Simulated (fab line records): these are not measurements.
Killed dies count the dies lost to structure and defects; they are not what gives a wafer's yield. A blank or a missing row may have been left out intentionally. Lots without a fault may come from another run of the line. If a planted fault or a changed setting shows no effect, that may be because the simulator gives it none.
What tool caused it? || flow nand-harc || 33 wafers from 11 lots sampled at 6 of the route's 1159 steps

## WHAT EACH GAUGE READ, for each wafer
NHARC_A_M0_CD_MEAS_09: target cd 80 nm.
{"lot": "L909", "measured": "day 18 03:45", "on": "cd-sem-02", "cd-nm (nm)": "79.1 79.9 80.2"}
{"lot": "L906", "measured": "day 18 04:21", "on": "cd-sem-01", "cd-nm (nm)": "81.2 80.6 81.2"}
{"lot": "L910", "measured": "day 18 04:56", "on": "cd-sem-03", "cd-nm (nm)": "81.3 80.0 79.8"}
{"lot": "L911", "measured": "day 18 08:20", "on": "cd-sem-01", "cd-nm (nm)": "80.5 80.4 80.7"}
{"lot": "L912", "measured": "day 20 04:38", "on": "cd-sem-02", "cd-nm (nm)": "80.5 80.3 80.1"}
{"lot": "L922", "measured": "day 21 05:02", "on": "cd-sem-01", "cd-nm (nm)": "80.5 80.4 87.9"}
{"lot": "L925", "measured": "day 21 22:40", "on": "cd-sem-02", "cd-nm (nm)": "79.5 79.8 88.5"}
{"lot": "L923", "measured": "day 21 23:14", "on": "cd-sem-02", "cd-nm (nm)": "81.9 81.8 79.8"}
{"lot": "L927", "measured": "day 22 15:07", "on": "cd-sem-02", "cd-nm (nm)": "80.2 80.0 79.6"}
{"lot": "L926", "measured": "day 22 16:48", "on": "cd-sem-02", "cd-nm (nm)": "81.0 80.4 79.8"}
{"lot": "L929", "measured": "day 23 08:53", "on": "cd-sem-01", "cd-nm (nm)": "80.1 80.7 81.1"}

NHARC_END_SORT_01.
{"lot": "L922", "measured": "day 24 00:11", "on": "prober-02", "defect-limited-yield (%)": 93.4, "killed-at-array": 38, "killed-at-other": 0, "killed-at-periphery": 7, "killed-dies": 45, "killed-open": 6, "killed-short": 0, "sort_bin_2_pct (%)": 1.5, "sort_bin_3_pct (%)": 0.44, "sort_bin_4_pct (%)": 4.7, "sort-n-pass": 632, "sort-rim-yield-pct (%)": 89, "sort-yield-pct (%)": 93.4}
{"lot": "L923", "measured": "day 25 11:58", "on": "prober-02", "defect-limited-yield (%)": "94.4 95.0 96.5", "killed-at-array": "33 29 20", "killed-at-other": "1 0 0", "killed-at-periphery": "4 5 4", "killed-dies": "38 34 24", "killed-open": "5 2 2", "killed-short": "4 3 4", "sort_bin_2_pct (%)": "1.8 1.5 2.1", "sort_bin_3_pct (%)": "0.30 0 0.15", "sort_bin_4_pct (%)": "3.5 3.5 1.3", "sort-n-pass": "639 643 653", "sort-rim-yield-pct (%)": "95 96 95", "sort-yield-pct (%)": "94.4 95.0 96.5"}

## WHAT TOOL EACH LOT RAN ON (gives the tool, then ch and the chambers of the sampled wafers, and finally the start)
{"lot": "L909", "NHARC_A_BLC_ETCH_17": "rie-diel-10 ch 1,2,3, day 18 02:27 or earlier", "NHARC_A_BLC_PVD_32": "pvd-sputter-03, day 18 02:27 or earlier", "NHARC_A_BLC_CMP_25": "cmp-01 ch 0,1,2, day 18 02:27", "NHARC_A_M0_PEB_07": "litho-track-04 ch 0, day 18 03:40"}
{"lot": "L906", "NHARC_A_BLC_ETCH_17": "rie-diel-10 ch 0,1, day 18 03:08 or earlier", "NHARC_A_BLC_PVD_32": "pvd-sputter-02, day 18 03:08 or earlier", "NHARC_A_BLC_CMP_25": "cmp-02 ch 0,1,3, day 18 03:08", "NHARC_A_M0_PEB_07": "litho-track-01 ch 0, day 18 04:16"}
{"lot": "L910", "NHARC_A_BLC_ETCH_17": "rie-diel-10 ch 0,2, day 18 03:40 or earlier", "NHARC_A_BLC_PVD_32": "pvd-sputter-01, day 18 03:40 or earlier", "NHARC_A_BLC_CMP_25": "cmp-02 ch 2,3, day 18 03:40", "NHARC_A_M0_PEB_07": "litho-track-06 ch 0, day 18 04:51"}
{"lot": "L911", "NHARC_A_BLC_ETCH_17": "rie-diel-05 ch 0,1,2, day 18 07:03 or earlier", "NHARC_A_BLC_PVD_32": "pvd-sputter-01, day 18 07:03 or earlier", "NHARC_A_BLC_CMP_25": "cmp-02 ch 0,2,3, day 18 07:03", "NHARC_A_M0_PEB_07": "litho-track-01 ch 0, day 18 08:16"}
{"lot": "L912", "NHARC_A_BLC_ETCH_17": "rie-diel-07 ch 0,1,2, day 20 03:19 or earlier", "NHARC_A_BLC_PVD_32": "pvd-sputter-02, day 20 03:19 or earlier", "NHARC_A_BLC_CMP_25": "cmp-01 ch 1,2,3, day 20 03:19", "NHARC_A_M0_PEB_07": "litho-track-06 ch 0, day 20 04:33"}
{"lot": "L922", "NHARC_A_BLC_ETCH_17": "rie-diel-07 ch 2,3, day 21 03:47 or earlier", "NHARC_A_BLC_PVD_32": "pvd-sputter-01, day 21 03:47 or earlier", "NHARC_A_BLC_CMP_25": "cmp-03 ch 0,1,3, day 21 03:47", "NHARC_A_M0_PEB_07": "litho-track-06 ch 0, day 21 04:58"}
{"lot": "L925", "NHARC_A_BLC_ETCH_17": "rie-diel-07 ch 1,2,3, day 21 21:29 or earlier", "NHARC_A_BLC_PVD_32": "pvd-sputter-01, day 21 21:29 or earlier", "NHARC_A_BLC_CMP_25": "cmp-02 ch 0,1, day 21 21:29", "NHARC_A_M0_PEB_07": "litho-track-06 ch 0, day 21 22:35"}
{"lot": "L923", "NHARC_A_BLC_ETCH_17": "rie-diel-07 ch 0,1,2, day 21 21:55 or earlier", "NHARC_A_BLC_PVD_32": "pvd-sputter-02, day 21 21:55 or earlier", "NHARC_A_BLC_CMP_25": "cmp-03 ch 0,1,3, day 21 21:55", "NHARC_A_M0_PEB_07": "litho-track-04 ch 0, day 21 23:09"}
{"lot": "L927", "NHARC_A_BLC_ETCH_17": "rie-diel-07 ch 0,3, day 22 13:43 or earlier", "NHARC_A_BLC_PVD_32": "pvd-sputter-02, day 22 13:43 or earlier", "NHARC_A_BLC_CMP_25": "cmp-03 ch 0,2,3, day 22 13:43", "NHARC_A_M0_PEB_07": "litho-track-01 ch 0, day 22 15:02"}
{"lot": "L926", "NHARC_A_BLC_ETCH_17": "rie-diel-05 ch 0,1, day 22 15:29 or earlier", "NHARC_A_BLC_PVD_32": "pvd-sputter-03, day 22 15:29 or earlier", "NHARC_A_BLC_CMP_25": "cmp-02 ch 1,3, day 22 15:29", "NHARC_A_M0_PEB_07": "litho-track-04 ch 0, day 22 16:43"}
{"lot": "L929", "NHARC_A_BLC_ETCH_17": "rie-diel-07 ch 2,3, day 23 07:43 or earlier", "NHARC_A_BLC_PVD_32": "pvd-sputter-02, day 23 07:43 or earlier", "NHARC_A_BLC_CMP_25": "cmp-02 ch 1,2, day 23 07:43", "NHARC_A_M0_PEB_07": "litho-track-01 ch 0, day 23 08:48"}
- NHARC_A_BLC_ETCH_17: etches the open film in N2/H2, target depth 390 nm, time 609.38 s.
- NHARC_A_BLC_PVD_32: deposits Ti, target thk 5 nm, time 17.7 s.
- NHARC_A_BLC_CMP_25: polishes, t overpolish 30 s, target thk 150 nm.
- NHARC_A_M0_PEB_07: peb time 65 s.

## AS READ BY THE TOOLS THEMSELVES (means over the sampled wafers that have a number; for cases with no such wafer, the mark the record gives instead)
NHARC_A_BLC_ETCH_17.
{"lot": "L909", "tool": "rie-diel-10", "chamber-pressure-mTorr (mTorr)": 30.011, "drypump-motor-current-A (A)": 5.8, "n2-flow-sccm (sccm)": 149.8, "oes-product-au (a.u.)": 0.994, "rf-vpp-V (V)": 429.9, "showerhead-plenum-p-Torr (Torr)": 2.01, "throttle-valve-pct (%)": 14.171}
{"lot": "L906", "tool": "rie-diel-10", "chamber-pressure-mTorr (mTorr)": 29.984, "drypump-motor-current-A (A)": 5.3, "n2-flow-sccm (sccm)": 150.5, "oes-product-au (a.u.)": 1.000, "rf-vpp-V (V)": 430.1, "showerhead-plenum-p-Torr (Torr)": 1.97, "throttle-valve-pct (%)": 14.166}
{"lot": "L910", "tool": "rie-diel-10", "chamber-pressure-mTorr (mTorr)": 29.996, "drypump-motor-current-A (A)": 5.9, "n2-flow-sccm (sccm)": 150.1, "oes-product-au (a.u.)": 1.002, "rf-vpp-V (V)": 430.4, "showerhead-plenum-p-Torr (Torr)": 2.03, "throttle-valve-pct (%)": 14.180}
{"lot": "L911", "tool": "rie-diel-05", "chamber-pressure-mTorr (mTorr)": 30.019, "drypump-motor-current-A (A)": 5.7, "n2-flow-sccm (sccm)": 149.8, "oes-product-au (a.u.)": 0.995, "rf-vpp-V (V)": 429.3, "showerhead-plenum-p-Torr (Torr)": 2.02, "throttle-valve-pct (%)": 14.178}
{"lot": "L912", "tool": "rie-diel-07", "chamber-pressure-mTorr (mTorr)": 29.997, "drypump-motor-current-A (A)": 5.9, "n2-flow-sccm (sccm)": 150.0, "oes-product-au (a.u.)": 1.005, "rf-vpp-V (V)": 428.3, "showerhead-plenum-p-Torr (Torr)": 1.95, "throttle-valve-pct (%)": 14.171}
{"lot": "L922", "tool": "rie-diel-07", "chamber-pressure-mTorr (mTorr)": 29.965, "drypump-motor-current-A (A)": 6.2, "n2-flow-sccm (sccm)": 150.5, "oes-product-au (a.u.)": 1.008, "rf-vpp-V (V)": 428.1, "showerhead-plenum-p-Torr (Torr)": 1.97, "throttle-valve-pct (%)": 14.169}
{"lot": "L925", "tool": "rie-diel-07", "chamber-pressure-mTorr (mTorr)": 30.000, "drypump-motor-current-A (A)": 6.1, "n2-flow-sccm (sccm)": 149.7, "oes-product-au (a.u.)": 1.008, "rf-vpp-V (V)": 428.2, "showerhead-plenum-p-Torr (Torr)": 1.94, "throttle-valve-pct (%)": 14.177}
{"lot": "L923", "tool": "rie-diel-07", "chamber-pressure-mTorr (mTorr)": 29.999, "drypump-motor-current-A (A)": 5.9, "n2-flow-sccm (sccm)": 150.3, "oes-product-au (a.u.)": 0.994, "rf-vpp-V (V)": 428.3, "showerhead-plenum-p-Torr (Torr)": 1.94, "throttle-valve-pct (%)": 14.168}
{"lot": "L927", "tool": "rie-diel-07", "chamber-pressure-mTorr (mTorr)": 30.011, "drypump-motor-current-A (A)": 6.1, "n2-flow-sccm (sccm)": 149.9, "oes-product-au (a.u.)": 0.993, "rf-vpp-V (V)": 428.8, "showerhead-plenum-p-Torr (Torr)": 1.98, "throttle-valve-pct (%)": 14.168}
{"lot": "L926", "tool": "rie-diel-05", "chamber-pressure-mTorr (mTorr)": 30.017, "drypump-motor-current-A (A)": 5.6, "n2-flow-sccm (sccm)": 150.2, "oes-product-au (a.u.)": 1.001, "rf-vpp-V (V)": 430.2, "showerhead-plenum-p-Torr (Torr)": 2.02, "throttle-valve-pct (%)": 14.178}
{"lot": "L929", "tool": "rie-diel-07", "chamber-pressure-mTorr (mTorr)": 30.012, "drypump-motor-current-A (A)": 6.2, "n2-flow-sccm (sccm)": 149.7, "oes-product-au (a.u.)": 0.999, "rf-vpp-V (V)": 428.6, "showerhead-plenum-p-Torr (Torr)": 1.97, "throttle-valve-pct (%)": 14.164}

NHARC_A_BLC_PVD_32.
{"lot": "L909", "tool": "pvd-sputter-03", "throttle-valve-pct (%)": 29.6}
{"lot": "L906", "tool": "pvd-sputter-02", "throttle-valve-pct (%)": 30.0}
{"lot": "L910", "tool": "pvd-sputter-01", "throttle-valve-pct (%)": 28.9}
{"lot": "L911", "tool": "pvd-sputter-01", "throttle-valve-pct (%)": 29.4}
{"lot": "L912", "tool": "pvd-sputter-02", "throttle-valve-pct (%)": 30.0}
{"lot": "L922", "tool": "pvd-sputter-01", "throttle-valve-pct (%)": 28.9}
{"lot": "L925", "tool": "pvd-sputter-01", "throttle-valve-pct (%)": 29.8}
{"lot": "L923", "tool": "pvd-sputter-02", "throttle-valve-pct (%)": 30.6}
{"lot": "L927", "tool": "pvd-sputter-02", "throttle-valve-pct (%)": 30.6}
{"lot": "L926", "tool": "pvd-sputter-03", "throttle-valve-pct (%)": 29.9}
{"lot": "L929", "tool": "pvd-sputter-02", "throttle-valve-pct (%)": 30.0}

NHARC_A_BLC_CMP_25.
{"lot": "L909", "tool": "cmp-01", "motor-current-A (A)": 12.9, "overpolish-run-s (s)": 30.000, "retaining-ring-pressure-frac": 0.997, "time-to-endpoint-s (s)": 32.3}
{"lot": "L906", "tool": "cmp-02", "motor-current-A (A)": 12.0, "overpolish-run-s (s)": 30.000, "retaining-ring-pressure-frac": 0.998, "time-to-endpoint-s (s)": 31.2}
{"lot": "L910", "tool": "cmp-02", "motor-current-A (A)": 12.2, "overpolish-run-s (s)": 29.993, "retaining-ring-pressure-frac": 0.994, "time-to-endpoint-s (s)": 30.6}
{"lot": "L911", "tool": "cmp-02", "motor-current-A (A)": 11.6, "overpolish-run-s (s)": 30.004, "retaining-ring-pressure-frac": 1.000, "time-to-endpoint-s (s)": 30.0}
{"lot": "L912", "tool": "cmp-01", "motor-current-A (A)": 12.0, "overpolish-run-s (s)": 30.001, "retaining-ring-pressure-frac": 0.999, "time-to-endpoint-s (s)": 30.5}
{"lot": "L922", "tool": "cmp-03", "motor-current-A (A)": 11.3, "overpolish-run-s (s)": 29.994, "retaining-ring-pressure-frac": 1.001, "time-to-endpoint-s (s)": 30.2}
{"lot": "L925", "tool": "cmp-02", "motor-current-A (A)": 10.6, "overpolish-run-s (s)": 29.998, "retaining-ring-pressure-frac": 0.999, "time-to-endpoint-s (s)": 34.4}
{"lot": "L923", "tool": "cmp-03", "motor-current-A (A)": 11.3, "overpolish-run-s (s)": 30.003, "retaining-ring-pressure-frac": 0.997, "time-to-endpoint-s (s)": 29.9}
{"lot": "L927", "tool": "cmp-03", "motor-current-A (A)": 12.0, "overpolish-run-s (s)": 30.002, "retaining-ring-pressure-frac": 0.999, "time-to-endpoint-s (s)": 28.8}
{"lot": "L926", "tool": "cmp-02", "motor-current-A (A)": 12.9, "overpolish-run-s (s)": 30.016, "retaining-ring-pressure-frac": 1.003, "time-to-endpoint-s (s)": 36.6}
{"lot": "L929", "tool": "cmp-02", "motor-current-A (A)": 12.5, "overpolish-run-s (s)": 29.995, "retaining-ring-pressure-frac": 0.997, "time-to-endpoint-s (s)": 31.6}

## THE ANSWER, worked out from the rows above alone
Rule: the lots themselves supply what counts as usual. Put in order of their means at a reading, lots are off if they are a third of the lots or fewer, leave a main group of 4 or more, and stand apart from it by a gap of 3 or more times the standard deviation of the main group's means; of several such gaps the widest counts. A main group is skipped when, at the precision printed for the reading in the tables above, its means are all equal. Also off: a lot with no number at a reading for which 4 or more lots have one. Where the step has rows for the other lots, those lots are counted as sound. First the gauges in route order, then the tools' own readings, where a lot's mean is used as printed above. At the first step where some lot is off, the reading lying furthest off is the one used; lots without a number count as furthest.
Off: L922, L925, at NHARC_A_M0_CD_MEAS_09 (cd-nm). The main group has a mean of 80.5 nm with a standard deviation of 0.43.
If a tool, at a process step before that reading, ran all the lots that are off and no sound lot after the first of them, it fits. Those tools and the gauges at NHARC_A_M0_CD_MEAS_09 are tried in the same way. With no start given for some of its lots, NHARC_A_BLC_ETCH_17 uses the hours and lot order of NHARC_A_BLC_CMP_25. With no start given for some of its lots, NHARC_A_BLC_PVD_32 uses the hours and lot order of NHARC_A_BLC_CMP_25. Can't be told from this: 2 tools fit, pvd-sputter-01 at NHARC_A_BLC_PVD_32, litho-track-06 at NHARC_A_M0_PEB_07.

## WHAT THE SIMULATOR HAD PUT IN
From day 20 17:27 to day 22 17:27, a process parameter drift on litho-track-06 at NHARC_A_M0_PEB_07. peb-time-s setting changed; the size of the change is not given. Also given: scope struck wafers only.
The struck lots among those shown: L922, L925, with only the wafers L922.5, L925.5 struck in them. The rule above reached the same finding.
